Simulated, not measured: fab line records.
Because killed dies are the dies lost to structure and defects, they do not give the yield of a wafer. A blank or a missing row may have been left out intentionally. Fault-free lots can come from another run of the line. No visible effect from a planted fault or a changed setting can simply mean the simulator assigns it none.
Matching of chambers || flow n5Finfet || N5_BEOL_M4_DESCUM_33 on rieDiel-02 has 4 sister chambers
The step chemistry O2, time 7 s. 14 wafers are shown with their chamber, then 7 later ones without.

WAFERS PAIRED WITH THEIR CHAMBERS
{"wafer": "L076.1", "chamber": 1, "drypumpMotorCurrentA (A)": 5.56, "throttleValvePct (%)": 19.93, "showerheadPlenumPTorr (Torr)": 2.21}
{"wafer": "L076.2", "chamber": 3, "drypumpMotorCurrentA (A)": 6.10, "throttleValvePct (%)": 20.40, "showerheadPlenumPTorr (Torr)": 2.11}
{"wafer": "L076.3", "chamber": 0, "drypumpMotorCurrentA (A)": 5.96, "throttleValvePct (%)": 20.34, "showerheadPlenumPTorr (Torr)": 2.10}
{"wafer": "L076.4", "chamber": 2, "drypumpMotorCurrentA (A)": 5.34, "throttleValvePct (%)": 19.89, "showerheadPlenumPTorr (Torr)": 2.03}
{"wafer": "L076.5", "chamber": 2, "drypumpMotorCurrentA (A)": 5.34, "throttleValvePct (%)": 19.88, "showerheadPlenumPTorr (Torr)": 2.03}
{"wafer": "L076.6", "chamber": 1, "drypumpMotorCurrentA (A)": 5.57, "throttleValvePct (%)": 19.92, "showerheadPlenumPTorr (Torr)": 2.21}
{"wafer": "L079.4", "chamber": 3, "drypumpMotorCurrentA (A)": 6.11, "throttleValvePct (%)": 20.43, "showerheadPlenumPTorr (Torr)": 2.10}
{"wafer": "L079.5", "chamber": 1, "drypumpMotorCurrentA (A)": 5.55, "throttleValvePct (%)": 19.92, "showerheadPlenumPTorr (Torr)": 2.21}
{"wafer": "L079.6", "chamber": 2, "drypumpMotorCurrentA (A)": 5.35, "throttleValvePct (%)": 19.90, "showerheadPlenumPTorr (Torr)": 2.02}
{"wafer": "L086.1", "chamber": 1, "drypumpMotorCurrentA (A)": 5.52, "throttleValvePct (%)": 19.94, "showerheadPlenumPTorr (Torr)": 2.20}
{"wafer": "L086.5", "chamber": 3, "drypumpMotorCurrentA (A)": 6.06, "throttleValvePct (%)": 20.45, "showerheadPlenumPTorr (Torr)": 2.10}
{"wafer": "L086.6", "chamber": 0, "drypumpMotorCurrentA (A)": 5.96, "throttleValvePct (%)": 20.37, "showerheadPlenumPTorr (Torr)": 2.09}
{"wafer": "L088.2", "chamber": 3, "drypumpMotorCurrentA (A)": 6.11, "throttleValvePct (%)": 20.46, "showerheadPlenumPTorr (Torr)": 2.09}
{"wafer": "L088.3", "chamber": 1, "drypumpMotorCurrentA (A)": 5.59, "throttleValvePct (%)": 19.95, "showerheadPlenumPTorr (Torr)": 2.20}

SIGNATURES, as means of the wafers listed above
{"reading": "drypumpMotorCurrentA", "chamber 0": 5.9600, "chamber 1": 5.5580, "chamber 2": 5.3433, "chamber 3": 6.0950, "scatter within a chamber": 0.0211}
{"reading": "throttleValvePct", "chamber 0": 20.3550, "chamber 1": 19.9320, "chamber 2": 19.8900, "chamber 3": 20.4350, "scatter within a chamber": 0.0185}
{"reading": "showerheadPlenumPTorr", "chamber 0": 2.0950, "chamber 1": 2.2060, "chamber 2": 2.0267, "chamber 3": 2.1000, "scatter within a chamber": 0.00661}
Rule: a wafer lies at a distance from a chamber equal to the root of the sum of squares, over the readings, of (its reading less the chamber's mean, divided by the reading's scatter). If the next closest chamber is less than 2 further off than the closest, the wafer can't be placed; otherwise it belongs to the closest. The scatter: take each reading less its chamber's mean, square it, sum over the shown wafers, divide by the number of wafers less the number of chambers, and take the root.

WAFERS MISSING THEIR CHAMBER
{"wafer": "L088.6", "drypumpMotorCurrentA (A)": 5.95, "throttleValvePct (%)": 20.38, "showerheadPlenumPTorr (Torr)": 2.09}
{"wafer": "L089.1", "drypumpMotorCurrentA (A)": 5.96, "throttleValvePct (%)": 20.38, "showerheadPlenumPTorr (Torr)": 2.09}
{"wafer": "L089.2", "drypumpMotorCurrentA (A)": 5.34, "throttleValvePct (%)": 19.92, "showerheadPlenumPTorr (Torr)": 2.02}
{"wafer": "L089.5", "drypumpMotorCurrentA (A)": 6.09, "throttleValvePct (%)": 20.47, "showerheadPlenumPTorr (Torr)": 2.09}
{"wafer": "L097.3", "drypumpMotorCurrentA (A)": 5.55, "throttleValvePct (%)": 19.97, "showerheadPlenumPTorr (Torr)": 2.19}
{"wafer": "L097.5", "drypumpMotorCurrentA (A)": 5.96, "throttleValvePct (%)": 20.41, "showerheadPlenumPTorr (Torr)": 2.09}
{"wafer": "L097.6", "drypumpMotorCurrentA (A)": 5.56, "throttleValvePct (%)": 19.99, "showerheadPlenumPTorr (Torr)": 2.19}

CHAMBER TAKEN BY EACH
{"wafer": "L088.6", "from the rows above": 0, "in truth": 0}
{"wafer": "L089.1", "from the rows above": 0, "in truth": 0}
{"wafer": "L089.2", "from the rows above": 2, "in truth": 2}
{"wafer": "L089.5", "from the rows above": 3, "in truth": 3}
{"wafer": "L097.3", "from the rows above": 1, "in truth": 1}
{"wafer": "L097.5", "from the rows above": 0, "in truth": 0}
{"wafer": "L097.6", "from the rows above": 1, "in truth": 1}
Correctly placed: 7 of 7. Left unplaced by these rows: 0. Wrongly placed: 0.
